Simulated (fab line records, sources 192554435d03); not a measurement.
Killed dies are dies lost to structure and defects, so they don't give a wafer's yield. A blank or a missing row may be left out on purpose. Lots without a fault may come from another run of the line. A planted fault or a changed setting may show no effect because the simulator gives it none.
fab line records | flow n5_finfet
record lots=15 wafers=45 last_day=16
route steps=1938 shown GATE_CUT@465 BEOL_M4@1111
lots that met no fault: from a run of the same line without faults
start_h: hours from the record's first day to the start of the lot's first wafer shown | wait_h: hours since the lot's step before | " the same as in the row above | L1.1+2: a row that stands for several wafers | - no value, or no start given | * or withheld: withheld | < > ~ a bound
route shown NAME@n: a module of which the file shows steps, and the number in the route of the first | usual: mean/standard deviation of fault-free wafers | same: alike in all rows | chamber/n: place in a boat | sites: the reading at each site | _std_site: their standard deviation | _edge_site: outer sites' mean less inner sites' | radius_mm: how far each site lies from the wafer's centre | mask NAME#n: copy n | behind: the tool/chamber that last shaped the wafer | hold: why the lot was held/for how many hours/how that ended | device: the transistor (n, p or np) that didn't switch | end of line: the same wafers' tests at the end of the route | a step without rows: its recipe alone | killed: dies lost to structure and defects at the first sort, not the wafer's yield | map: a wafer's dies, x killed, . not, _ none there
set.NAME: the setting as run; set.NAME@STEP: as run at that earlier step | model.NAME: the simulator's own value behind a step, which no gauge read
steps of the route over a sample of lots; a table a step, a row a wafer
services: from which hour (start_h, from the record's first day; less than 0 if before it) a tool's chamber was out of use, for how many hours, and why
## steps
# step N5_GATE_CUT_ETCHBACK_00
# recipe chemistry=SF6/Cl2 target=W pressure_mtorr=8 icp_w=900 bias_w=80 SF6_flow_sccm=40 Cl2_flow_sccm=60
# usual drypump_motor_current_A=5.4/0.35 oes_product_au=0.80/0.088 throttle_valve_pct=27.6/0.43
# columns lot.wafer tool chamber start_h wait_h drypump_motor_current_A oes_product_au rf_hours_counter_h throttle_valve_pct
L342.3 rie_metal-03 1 77.26 0.1 5.6 0.98 - 27.7
L342.4 " 0 " " 4.9 0.69 - 28.2
L342.5 " 1 " " 5.6 0.97 - 27.7
L343.2 rie_metal-02 0 89.51 0.0 5.5 0.78 34 26.9
L343.3 " 1 " " 5.3 0.89 - 27.4
L343.5 " 1 " " 5.3 0.88 - 27.4
L344.2 rie_metal-01 1 91.01 0.0 6.1 0.85 19 28.0
L344.4 " 0 " " 5.3 0.75 - 27.3
L344.6 " 0 " " 5.3 0.76 - 27.2
L345.2 rie_metal-03 1 99.08 0.0 5.6 0.95 4 27.7
L345.4 " 0 " " 4.9 0.67 - 28.1
L345.5 " 1 " " 5.6 0.96 - 27.7
L346.3 rie_metal-03 0 105.86 0.1 4.9 0.67 - 28.1
L346.4 " 1 " " 5.6 0.94 - 27.7
L346.5 " 0 " " 4.9 0.67 - 28.1
L347.1 rie_metal-02 1 113.54 0.0 5.3 0.87 14 27.4
L347.2 " 0 " " 5.5 0.77 35 26.9
L347.6 " 0 " " 5.5 0.78 - 26.9
L348.1 rie_metal-02 1 123.09 0.0 5.3 0.87 16 27.4
L348.2 " 0 " " 5.5 0.77 36 26.9
L348.5 " 0 " " 5.5 0.77 - 26.9
L349.2 rie_metal-01 1 129.31 0.0 6.1 0.83 23 27.9
L349.3 " 0 " " 5.3 0.74 - 27.3
L349.4 " 1 " " 6.1 0.82 - 28.0
L350.1 rie_metal-02 0 131.88 0.0 5.5 0.78 37 26.9
L350.3 " 1 " " 5.2 0.86 - 27.4
L350.6 " 1 " " 5.2 0.87 - 27.4
L357.1 rie_metal-02 0 174.28 0.0 5.5 0.75 41 26.9
L357.2 " 1 " " 5.3 0.85 20 27.4
L357.4 " 0 " " 5.5 0.76 - 26.9
L358.2 rie_metal-02 0 177.48 0.0 5.5 0.76 41 26.9
L358.3 " 1 " " 5.3 0.85 - 27.4
L358.5 " 0 " " 5.5 0.77 - 26.9
L359.1 rie_metal-03 1 183.31 0.0 5.6 0.91 12 27.7
L359.3 " 0 " " 4.9 0.66 - 28.2
L359.6 " 0 " " 4.9 0.66 - 28.2
L362.1 rie_metal-02 0 201.09 0.0 5.5 0.76 43 26.9
L362.5 " 1 " " 5.3 0.84 - 27.4
L362.6 " 0 " " 5.5 0.75 - 26.9
L363.2 rie_metal-01 1 207.31 0.0 6.0 0.81 32 28.0
L363.4 " 1 " " 6.1 0.80 - 28.0
L363.6 " 0 " " 5.3 0.72 - 27.3
L364.1 rie_metal-03 0 216.06 0.0 4.9 0.65 95 28.2
L364.2 " 1 " " 5.6 0.89 15 27.7
L364.6 " 1 " " 5.6 0.88 - 27.7
# step N5_GATE_CUT_VAPOR_ETCH_60
# recipe chemistry=BCl3/Cl2 target=HfO2 mode=isotropic
# usual drypump_motor_current_A=5.4/0.35 oes_product_au=0.80/0.088
# columns lot.wafer tool chamber start_h wait_h drypump_motor_current_A oes_product_au
L342.3 rie_metal-03 1 77.47 0.0 5.6 0.97
L342.4 " 0 " " 4.9 0.68
L342.5 " 1 " " 5.6 0.98
L343.2 rie_metal-02 0 89.75 0.0 5.5 0.79
L343.3 " 1 " " 5.3 0.89
L343.5 " 1 " " 5.2 0.87
L344.2 rie_metal-01 1 91.25 0.0 6.1 0.85
L344.4 " 0 " " 5.3 0.75
L344.6 " 0 " " 5.2 0.75
L345.2 rie_metal-03 1 99.32 0.0 5.6 0.96
L345.4 " 0 " " 4.9 0.69
L345.5 " 1 " " 5.6 0.95
L346.3 rie_metal-03 0 106.07 0.0 4.9 0.67
L346.4 " 1 " " 5.6 0.95
L346.5 " 0 " " 4.9 0.68
L347.1 rie_metal-02 1 113.78 0.0 5.3 0.88
L347.2 " 0 " " 5.5 0.78
L347.6 " 0 " " 5.5 0.79
L348.1 rie_metal-02 1 123.33 0.0 5.2 0.86
L348.2 " 0 " " 5.5 0.77
L348.5 " 0 " " 5.5 0.77
L349.2 rie_metal-01 1 129.55 0.0 6.1 0.83
L349.3 " 0 " " 5.3 0.74
L349.4 " 1 " " 6.1 0.83
L350.1 rie_metal-02 0 132.12 0.0 5.5 0.77
L350.3 " 1 " " 5.3 0.88
L350.6 " 1 " " 5.3 0.86
L357.1 rie_metal-02 0 174.52 0.0 5.5 0.76
L357.2 " 1 " " 5.3 0.85
L357.4 " 0 " " 5.5 0.76
L358.2 rie_metal-02 0 177.72 0.0 5.5 0.76
L358.3 " 1 " " 5.3 0.85
L358.5 " 0 " " 5.5 0.77
L359.1 rie_metal-03 1 183.55 0.0 5.6 0.89
L359.3 " 0 " " 4.9 0.66
L359.6 " 0 " " 4.9 0.66
L362.1 rie_metal-02 0 201.33 0.0 5.5 0.75
L362.5 " 1 " " 5.2 0.83
L362.6 " 0 " " 5.5 0.76
L363.2 rie_metal-01 1 207.55 0.0 6.1 0.81
L363.4 " 1 " " 6.0 0.80
L363.6 " 0 " " 5.3 0.73
L364.1 rie_metal-03 0 216.30 0.0 4.9 0.65
L364.2 " 1 " " 5.6 0.89
L364.6 " 1 " " 5.6 0.88
# step N5_GATE_CUT_EXPOSE_10
# recipe mask_id=GATE_CUT na=0.33 source_shape=annular sigma_inner=0.35 sigma_outer=0.8 polarization=unpolarized target_cd_nm=20 dose_mj=43.25
# same na=0.33
# columns lot.wafer tool chamber start_h wait_h mask
L342.3+4+5 euv_scanner-01 0 80.86 - GATE_CUT#0
L343.2+3+5 euv_scanner-02 0 93.18 - GATE_CUT#0
L344.2+4+6 euv_scanner-02 0 95.71 - GATE_CUT#0
L345.2+4+5 euv_scanner-02 0 102.52 - GATE_CUT#0
L346.3+4+5 euv_scanner-01 0 109.37 - GATE_CUT#0
L347.1+2+6 euv_scanner-01 0 117.28 - GATE_CUT#0
L348.1+2+5 euv_scanner-01 0 126.51 - GATE_CUT#0
L349.2+3+4 euv_scanner-01 0 132.84 - GATE_CUT#0
L350.1+3+6 euv_scanner-01 0 135.62 - GATE_CUT#0
L357.1+2+4 euv_scanner-02 0 177.79 - GATE_CUT#0
L358.2+3+5 euv_scanner-02 0 180.92 - GATE_CUT#0
L359.1+3+6 euv_scanner-02 0 189.88 - GATE_CUT#0
L362.1+5+6 euv_scanner-01 0 204.70 - GATE_CUT#0
L363.2+4+6 euv_scanner-01 0 210.74 - GATE_CUT#0
L364.1+2+6 euv_scanner-01 0 219.47 - GATE_CUT#0
# step N5_GATE_CUT_CD_MEAS_13
# recipe target_cd_nm=20 landing_energy_ev=500 detector=se_inlens
# usual cd_nm=20.05/0.27
# same landing_energy_ev=500
# columns lot.wafer tool chamber start_h wait_h cd_nm
L342.3 cd_sem-02 0 80.98 - 19.52
L342.4 " 0 " " 19.82
L342.5 " 0 " " 19.73
L343.2 cd_sem-02 0 93.30 - 19.88
L343.3 " 0 " " 19.60
L343.5 " 0 " " 19.35
L344.2 cd_sem-02 0 95.84 - 20.30
L344.4 " 0 " " 20.46
L344.6 " 0 " " 20.20
L345.2 cd_sem-01 0 102.65 - 19.92
L345.4 " 0 " " 20.13
L345.5 " 0 " " 19.79
L346.3 cd_sem-02 0 109.50 - 19.83
L346.4 " 0 " " 20.07
L346.5 " 0 " " 19.96
L347.1 cd_sem-03 0 117.41 - 20.05
L347.2 " 0 " " 20.01
L347.6 " 0 " " 19.92
L348.1 cd_sem-02 0 126.64 - 20.16
L348.2 " 0 " " 19.94
L348.5 " 0 " " 19.84
L349.2 cd_sem-02 0 132.97 - 19.47
L349.3 " 0 " " 19.71
L349.4 " 0 " " 20.22
L350.1 cd_sem-03 0 135.75 - 19.93
L350.3 " 0 " " 20.33
L350.6 " 0 " " 20.10
L357.1 cd_sem-01 0 177.92 - 9.05
L357.2 " 0 " " 20.48
L357.4 " 0 " " 20.28
L358.2 cd_sem-03 0 181.05 - 20.31
L358.3 " 0 " " 10.09
L358.5 " 0 " " 9.53
L359.1 cd_sem-02 0 190.01 - 11.27
L359.3 " 0 " " 11.93
L359.6 " 0 " " 20.14
L362.1 cd_sem-03 0 204.83 - 20.32
L362.5 " 0 " " 20.18
L362.6 " 0 " " 19.94
L363.2 cd_sem-02 0 210.87 - 20.15
L363.4 " 0 " " 19.84
L363.6 " 0 " " 20.39
L364.1 cd_sem-02 0 219.60 - 20.21
L364.2 " 0 " " 19.68
L364.6 " 0 " " 20.13
# step N5_GATE_CUT_ETCH_36
# recipe chemistry=CF4 target=SiARC target_depth_a=130 mask_material=CAR-EUV time_s=21.7 ion_energy_ev=80 pressure_mtorr=40 source_w=545 bias_w=36 Ar_flow_sccm=100 cf4_flow_sccm=100 ends=cleared
# usual cf4_flow_sccm=99.9/0.33 drypump_motor_current_A=5.8/0.42 etch_rf_on_time_s=21.8/0.37 oes_product_au=0.69/0.079 rf_vpp_V=184.5/1.2 showerhead_plenum_p_Torr=2.17/0.072 throttle_valve_pct=15.56/0.24
# columns lot.wafer tool chamber start_h wait_h cf4_flow_sccm drypump_motor_current_A etch_rf_on_time_s oes_product_au rf_hours_counter_h rf_vpp_V showerhead_plenum_p_Torr throttle_valve_pct
L342.3 rie_diel-06 3 81.16 0.0 100.0 5.9 21.7 0.75 49 185.6 2.26 15.26
L342.4 " 1 " " 100.4 6.1 21.7 0.58 248 185.9 2.20 15.70
L342.5 " 1 " " 100.3 6.1 21.9 0.57 - 184.7 2.20 15.72
L343.2 rie_diel-06 3 94.38 0.0 100.0 5.8 21.4 0.75 55 185.5 2.26 15.27
L343.3 " 2 " " 99.5 5.2 21.9 0.80 11 184.9 2.19 15.42
L343.5 " 2 " " 99.8 5.2 22.1 0.79 - 184.7 2.19 15.40
L344.2 rie_diel-06 0 97.06 0.0 99.6 5.9 21.8 0.60 214 183.5 2.12 15.76
L344.4 " 3 " " 99.7 5.8 21.6 0.75 - 185.8 2.26 15.29
L344.6 " 2 " " 100.3 5.2 21.7 0.80 - 184.5 2.19 15.42
L345.2 rie_diel-03 3 103.22 0.0 99.3 5.4 22.0 0.59 224 183.0 2.12 15.99
L345.4 " 2 " " 99.9 5.3 21.9 0.66 - 182.6 2.07 15.62
L345.5 " 3 " " 100.0 5.4 21.9 0.59 - 182.7 2.12 15.99
L346.3 rie_diel-06 3 109.71 0.0 99.8 5.9 21.5 0.73 - 184.9 2.26 15.30
L346.4 " 2 " " 99.4 5.2 22.0 0.78 - 183.5 2.18 15.43
L346.5 " 2 " " 99.6 5.2 21.9 0.78 - 185.4 2.18 15.42
L347.1 rie_diel-06 0 117.75 0.0 100.0 6.0 22.1 0.58 220 182.9 2.11 15.77
L347.2 " 1 " " 100.2 6.2 21.2 0.85 1 185.3 2.20 15.23
L347.6 " 3 " " 99.7 5.8 21.6 0.73 - 185.8 2.26 15.30
L348.1 rie_diel-03 2 127.34 0.0 100.0 5.3 21.8 0.66 126 182.4 2.07 15.66
L348.2 " 0 " " 100.2 6.6 21.6 0.82 2 183.6 2.11 15.42
L348.5 " 2 " " 100.2 5.3 22.1 0.66 - 183.0 2.07 15.65
L349.2 rie_diel-03 2 133.14 0.0 100.0 5.3 22.0 0.66 129 183.3 2.07 15.66
L349.3 " 3 " " 99.6 5.3 22.3 0.58 235 184.6 2.12 16.02
L349.4 " 1 " " 100.0 5.9 21.7 0.65 147 185.3 2.23 15.79
L350.1 rie_diel-06 2 135.93 0.0 99.6 5.2 22.4 0.76 28 186.7 2.18 15.42
L350.3 " 1 " " 99.5 6.1 21.3 0.81 7 184.6 2.19 15.26
L350.6 " 1 " " 99.7 6.1 21.1 0.82 - 184.6 2.20 15.24
L357.1 rie_diel-03 3 178.10 0.0 100.0 5.3 22.4 0.57 250 185.6 2.11 16.03
L357.2 " 2 " " 99.8 5.3 22.2 0.64 144 183.3 2.06 15.69
L357.4 " 1 " " 100.6 5.9 22.2 0.63 164 186.3 2.22 15.81
L358.2 rie_diel-03 1 181.95 0.0 100.6 5.9 22.2 0.62 166 186.0 2.22 15.82
L358.3 " 0 " " 99.9 6.7 21.6 0.76 22 183.2 2.10 15.47
L358.5 " 1 " " 100.1 5.9 22.0 0.62 - 185.0 2.22 15.82
L359.1 rie_diel-02 3 190.19 0.0 100.1 5.6 20.6 0.81 12 185.3 2.28 15.41
L359.3 " 2 " " 100.2 6.2 22.0 0.63 192 183.9 2.05 15.97
L359.6 " 1 " " 99.9 6.2 21.6 0.64 - 185.1 2.23 15.39
L362.1 rie_diel-03 2 205.08 0.0 100.2 5.3 22.2 0.63 156 183.0 2.06 15.72
L362.5 " 1 " " 99.8 5.9 22.1 0.63 - 186.1 2.22 15.84
L362.6 " 2 " " 100.0 5.3 22.0 0.64 - 183.1 2.06 15.71
L363.2 rie_diel-02 3 211.09 0.0 100.7 5.6 20.6 0.80 19 185.8 2.28 15.42
L363.4 " 1 " " 99.7 6.2 21.8 0.63 161 184.9 2.23 15.39
L363.6 " 2 " " 99.9 6.2 22.1 0.63 - 183.7 2.04 15.99
L364.1 rie_diel-06 1 219.78 0.0 100.3 6.2 21.6 0.77 29 184.8 2.19 15.28
L364.2 " 2 " " 100.3 5.2 22.1 0.73 50 183.4 2.17 15.48
L364.6 " 2 " " 100.6 5.2 22.1 0.74 - 182.2 2.17 15.50
# step N5_BEOL_M4_RC_MEAS_101
# usual DIBL_N=36.3/1.2 DIBL_P=36.1/1.6 IOFF_N=0.161/0.023 IOFF_P=0.209/0.027 ION_N=676/8.9 ION_P=462/5.3 SS_N=71.5/0.51 SS_P=73.2/0.5 VT_N=249.1/2.5 VT_P=-249.9/2.8
# columns lot.wafer tool chamber start_h wait_h DIBL_N[mV/V] DIBL_P[mV/V] IOFF_N[nA/um] IOFF_P[nA/um] ION_N[uA/um] ION_P[uA/um] SS_N[mV/dec] SS_P[mV/dec] VT_N[mV] VT_P[mV]
L342.3 prober-02 0 156.33 0.3 36.5 36.8 0.164 0.203 671 460 71.8 72.7 246.1 -251.8
L342.4 " 0 " " 35.7 35.0 0.142 0.183 672 457 70.8 73.3 247.2 -253.2
L342.5 " 0 " " 34.8 33.1 0.129 0.157 667 451 71.7 73.5 250.9 -255.5
L343.2 prober-01 0 176.29 0.2 36.1 35.6 0.155 0.203 683 462 71.5 72.9 248.2 -249.9
L343.3 " 0 " " 35.8 36.2 0.145 0.211 671 461 70.9 72.7 248.5 -250.4
L343.5 " 0 " " 37.7 38.1 0.185 0.249 689 471 71.6 73.9 246.0 -247.5
L344.2 prober-01 0 180.05 0.2 36.8 35.5 0.161 0.221 675 463 71.3 73.0 250.1 -248.8
L344.4 " 0 " " 37.7 35.8 0.174 0.220 674 466 71.2 73.1 250.3 -249.0
L344.6 " 0 " " 36.8 34.7 0.162 0.213 664 460 71.5 73.5 248.5 -247.3
L345.2 prober-02 0 182.19 0.2 35.7 34.7 0.146 0.190 672 463 71.5 72.8 252.3 -249.1
L345.4 " 0 " " 34.9 33.4 0.125 0.172 666 457 70.9 72.9 252.6 -253.1
L345.5 " 0 " " 34.4 33.8 0.125 0.180 667 464 71.1 72.9 252.0 -251.7
L346.3 prober-02 0 185.41 0.3 35.5 34.7 0.126 0.169 658 450 70.6 72.4 250.9 -255.3
L346.4 " 0 " " 34.8 33.8 0.121 0.164 664 457 69.9 72.7 252.8 -255.6
L346.5 " 0 " " 36.0 35.1 0.137 0.182 672 459 70.4 72.3 252.8 -254.5
L347.1 prober-02 0 196.58 0.0 37.6 36.7 0.184 0.262 682 471 71.5 73.2 245.7 -246.9
L347.2 " 0 " " 36.4 36.1 0.168 0.241 686 468 71.5 73.4 247.2 -244.0
L347.6 " 0 " " 37.9 37.3 0.192 0.272 678 465 71.8 73.4 248.0 -243.8
L348.1 prober-02 0 204.65 0.0 36.5 35.8 0.158 0.203 669 459 71.6 73.5 249.0 -249.5
L348.2 " 0 " " 37.4 37.8 0.188 0.239 675 459 71.5 73.4 248.5 -247.8
L348.5 " 0 " " 37.1 37.4 0.198 0.240 683 466 71.6 74.4 248.4 -247.9
L350.1 prober-02 0 206.31 0.0 36.9 34.3 0.153 0.203 670 467 71.5 73.2 249.4 -248.5
L350.3 " 0 " " 37.7 35.4 0.170 0.221 667 462 71.7 72.8 247.7 -248.0
L350.6 " 0 " " 36.9 34.6 0.166 0.202 674 459 71.5 72.8 250.3 -252.3
L349.2 prober-01 0 211.89 0.2 34.3 34.7 0.129 0.158 664 450 71.2 73.6 252.9 -256.2
L349.3 " 0 " " 35.1 35.5 0.140 0.175 679 461 71.3 73.3 248.6 -252.5
L349.4 " 0 " " 35.0 35.4 0.140 0.171 663 454 71.4 73.3 249.8 -253.8
L357.2 prober-02 0 249.18 0.2 35.7 35.9 0.160 0.204 672 462 71.9 73.4 250.1 -250.7
L357.4 " 0 " " 34.0 33.4 0.135 0.174 665 457 71.0 72.6 251.5 -253.3
L358.2 prober-01 0 256.72 0.2 36.9 35.3 0.150 0.187 673 460 70.5 72.4 250.0 -250.0
L359.6 prober-02 0 269.47 0.8 35.5 36.3 0.151 0.188 678 464 71.4 73.0 249.1 -253.0
L362.1 prober-02 0 278.72 0.0 36.8 37.2 0.177 0.220 679 460 72.2 73.3 249.4 -250.5
L362.5 " 0 " " 38.2 37.8 0.200 0.232 688 462 71.8 73.2 247.3 -247.2
L362.6 " 0 " " 37.9 37.5 0.186 0.225 680 467 72.0 72.1 247.4 -249.5
L363.2 prober-02 0 284.75 0.2 34.3 35.7 0.117 0.192 663 461 71.9 72.9 254.1 -252.3
L363.4 " 0 " " 35.8 36.9 0.135 0.214 666 463 71.0 73.7 254.6 -249.9
L363.6 " 0 " " 36.0 37.6 0.138 0.222 673 467 71.6 73.1 254.9 -250.0
L364.1 prober-01 0 294.29 0.0 35.6 36.5 0.161 0.215 666 461 71.9 73.0 249.0 -250.2
L364.2 " 0 " " 36.1 37.8 0.182 0.238 681 461 71.8 73.9 246.7 -247.1
L364.6 " 0 " " 36.0 37.2 0.166 0.222 677 462 72.7 73.7 248.1 -251.9
## services
# columns tool chamber start_h hours kind
rie_diel-06 2 54.54 - clean
rie_diel-06 2 54.54 - consumable_replace:focus_ring
rie_metal-01 - 65.02 0.5 repair
euv_scanner-01 - 67.53 4.6 pm
euv_scanner-02 - 73.39 4.6 pm
euv_scanner-01 - 79.00 1.0 pm
rie_metal-01 - 79.58 2.9 repair
rie_diel-06 0 88.86 4.1 repair
rie_diel-02 1 113.73 15.6 repair
euv_scanner-01 - 114.00 1.5 repair
rie_diel-06 2 117.42 1.2 repair
euv_scanner-02 - 125.92 12.0 pm
rie_metal-01 0 134.08 6.0 repair
euv_scanner-02 - 137.92 1.0 pm
euv_scanner-01 - 138.93 1.0 pm
euv_scanner-02 - 145.96 0.5 repair
rie_diel-02 3 153.75 1.5 repair
rie_diel-03 3 164.52 1.7 repair
rie_metal-03 - 166.18 2.2 repair
rie_diel-06 - 179.18 14.6 pm
euv_scanner-02 - 186.28 1.0 pm
euv_scanner-01 - 189.81 1.0 pm
rie_diel-02 0 201.01 9.1 repair
euv_scanner-02 - 206.29 1.0 repair
## key
first_sign step=N5_GATE_CUT_CD_MEAS_13 reading=cd_nm direction=down sigmas=36 usual=20.05 struck=10.37
effect none on later readings
met_at N5_GATE_CUT_EXPOSE_10
struck_lots L357,L358,L359
struck_wafers L357.1,L358.3,L358.5,L359.1,L359.3
later_rows_left_out L357.1,L358.3,L358.5,L359.1,L359.3
sort_left_out L357.1,L358.3,L358.5,L359.1,L359.3
not_acting_at N5_GATE_CUT_ETCHBACK_00,N5_GATE_CUT_VAPOR_ETCH_60,N5_GATE_CUT_ETCH_36
onset_between 102.52 177.79
fault kind=process_parameter_drift tool=euv_scanner-02 chamber=- onset_h=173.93 steps=N5_GATE_CUT_EXPOSE_10 channel=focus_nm offset=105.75 shape=step end_h=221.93 scope=struck_wafers_only
# sort_left_out: the simulated sort isn't trusted on such a fault, so these wafers' sort isn't shown, and their yield isn't known
# later_rows_left_out: the simulator's readings of these wafers behind a module that went badly wrong aren't trusted and aren't shown, but for the sort
